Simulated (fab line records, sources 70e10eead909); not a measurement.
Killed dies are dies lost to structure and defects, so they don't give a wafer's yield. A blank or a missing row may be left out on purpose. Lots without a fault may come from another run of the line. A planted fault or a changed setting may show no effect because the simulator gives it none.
A struck lot beside a sound one | flow nand_harc | 26 steps out of a route of 1159
Sound: wafers L477.1, L477.3, L477.4. Struck: wafers L486.1, L486.4, L486.6. The cause comes at the end.
At each step with rows: each side's tool, then ch and its chambers, then its first start. Under that, the readings that differ: sound wafers | struck wafers | difference of the means | sigmas: that difference in standard deviations of wafers without a fault.
alike: readings whose means differ by less than 2 such deviations, and words and numbers that are the same on both sides. not compared: withheld readings, readings that some wafer has no value for, bounds like >300 that may hide the same value, and numbers for which the record gives no deviation and whose values overlap.
The two part at a step that has a row with sigmas, a row that says differs or no value, or rows on one side only. Numbers that don't overlap but have no deviation are shown without sigmas and don't part them. A reading that every wafer of one side lacks parts them only if that side has two wafers or more.

first, 6 steps without rows for these wafers: NHARC_A_SLIT_COAT_03 (resist thk 90 nm); NHARC_A_SLIT_SOFTBAKE_04 (time 55 s); NHARC_A_SLIT_EBR_05; NHARC_A_SLIT_EXPOSE_06 (exposes mask SLIT); NHARC_A_SLIT_PEB_07 (peb time 65 s); NHARC_A_SLIT_DEVELOP_08 (develop time 35 s).
NHARC_A_SLIT_CD_MEAS_09: target cd 300 nm.
  sound on cd_sem-03 ch 0, day 15 15:25; struck on cd_sem-03 ch 0, day 19 05:40
  alike: cd_nm
NHARC_A_SLIT_OVL_MEAS_10:
  sound on overlay-02, day 15 15:30; struck on overlay-01, day 19 05:45
  alike: overlay_x_nm, overlay_y_nm
NHARC_A_SLIT_INSPECT_11:
  sound on defect_inspect-02, day 15 15:32; struck on defect_inspect-01, day 19 05:47
  alike: raw_defect_count
NHARC_A_SLIT_DESCUM_14: chemistry O2, time 3 s.
  sound on rie_diel-10 ch 1,2,3, day 15 15:36; struck on rie_diel-03 ch 0,1,2, day 19 05:52
  alike: drypump_motor_current_A, oes_product_au, rf_vpp_V, showerhead_plenum_p_Torr, throttle_valve_pct
  not compared: rf_hours_counter_h
NHARC_A_SLIT_ETCH_24: etches the open film in CF4/CHF3, target depth 121 nm, time 60.5 s.
  sound on rie_diel-10 ch 2,3, day 15 15:42; struck on rie_diel-03 ch 1,3, day 19 05:56
  alike: bias_w, drypump_motor_current_A, oes_product_au, rf_vpp_V, showerhead_plenum_p_Torr, throttle_valve_pct
  not compared: rf_hours_counter_h
NHARC_A_SLIT_ETCH_15: etches the open film in O2/COS, target depth 3200 nm, time 832 s.
  sound on rie_diel-10 ch 1,3; struck on rie_diel-03 ch 0,1,2
  alike: bias_w, drypump_motor_current_A, oes_product_au, rf_vpp_V, showerhead_plenum_p_Torr, throttle_valve_pct
  not compared: rf_hours_counter_h
NHARC_A_SLIT_ETCH_17: etches the open film in C4F8/O2/Ar, time 1687.5 s, target depth 10100 nm.
  sound on har_etch-01 ch 0,1, day 15 16:46; struck on har_etch-01 ch 1, day 19 06:52
  alike: drypump_motor_current_A, showerhead_plenum_p_Torr, throttle_valve_pct
  not compared: rf_hours_counter_h
NHARC_A_SLIT_ETCH_26: etches the open film in C4F8/O2/Ar, time 90 s, target depth 400 nm.
  sound on har_etch-01 ch 0,1, day 15 18:02; struck on har_etch-01 ch 1, day 19 08:09
  alike: drypump_motor_current_A, showerhead_plenum_p_Torr, throttle_valve_pct
  not compared: rf_hours_counter_h
then, 2 steps without rows for these wafers: NHARC_A_SLIT_STRIP_28 (strips in O2/COS); NHARC_A_SLIT_ETCH_29 (etches the open film in CF4/O2, target depth 100 nm, overetch 10 nm, time 55 s).
NHARC_A_SLIT_STRIP_18: strips in O2.
  sound on rie_diel-03 ch 0,1,2; struck on rie_diel-03 ch 1,2,3
  alike: drypump_motor_current_A, oes_product_au, rf_vpp_V, showerhead_plenum_p_Torr, throttle_valve_pct
  not compared: rf_hours_counter_h
then, 2 steps without rows for these wafers: NHARC_A_SLIT_PRECLEAN_19 (cleans in SC1); NHARC_A_SLIT_SRD_20.
NHARC_A_SLIT_CD_MEAS_21:
  sound on cd_sem-01, day 15 19:10; struck on cd_sem-02, day 19 09:16
  alike: cd_nm
then, 3 steps without rows for these wafers: NHARC_A_SIN_REMOVE_WET_00 (chemistry H3PO4, time 15300 s); NHARC_A_SIN_REMOVE_PRECLEAN_01 (cleans in SC1); NHARC_A_SIN_REMOVE_SRD_02.
NHARC_A_SIN_REMOVE_INSPECT_04:
  sound on defect_inspect-01, day 16 02:49; struck on defect_inspect-02, day 19 16:38
  reading          | sound       | struck      | difference | sigmas
  raw_defect_count | 256 286 318 | 591 608 707 | +349       | +5
then, 1 step without rows for these wafers: NHARC_A_WL_FILL_ALD_00 (deposits Al2O3, target thk 3 nm, pulse time 3 s, ald cycles 30).
-- the record jumps here: 5 days lie between the struck wafers' starts before and after (it left off in module A_WL_FILL and takes up again in module END, whose first step shown is number 1159 of the route) --
NHARC_END_SORT_01:
  sound on prober-01 ch 0, day 21 15:43; struck on prober-01 ch 0, day 24 18:52
  reading         | sound    | struck   | difference | sigmas
  killed_at_array | 29 29 20 | 86 91 84 | +61        | +5
  killed_at_other | 3 5 0    | 0 2 0    | -2         | -2
  killed_dies     | 34 37 22 | 86 98 86 | +59        | +5
  alike: killed_at_periphery, killed_open, killed_short

WHERE THEY PART
First at NHARC_A_SIN_REMOVE_INSPECT_04; last, within this record, at NHARC_END_SORT_01.

WHY: what the simulator had put in
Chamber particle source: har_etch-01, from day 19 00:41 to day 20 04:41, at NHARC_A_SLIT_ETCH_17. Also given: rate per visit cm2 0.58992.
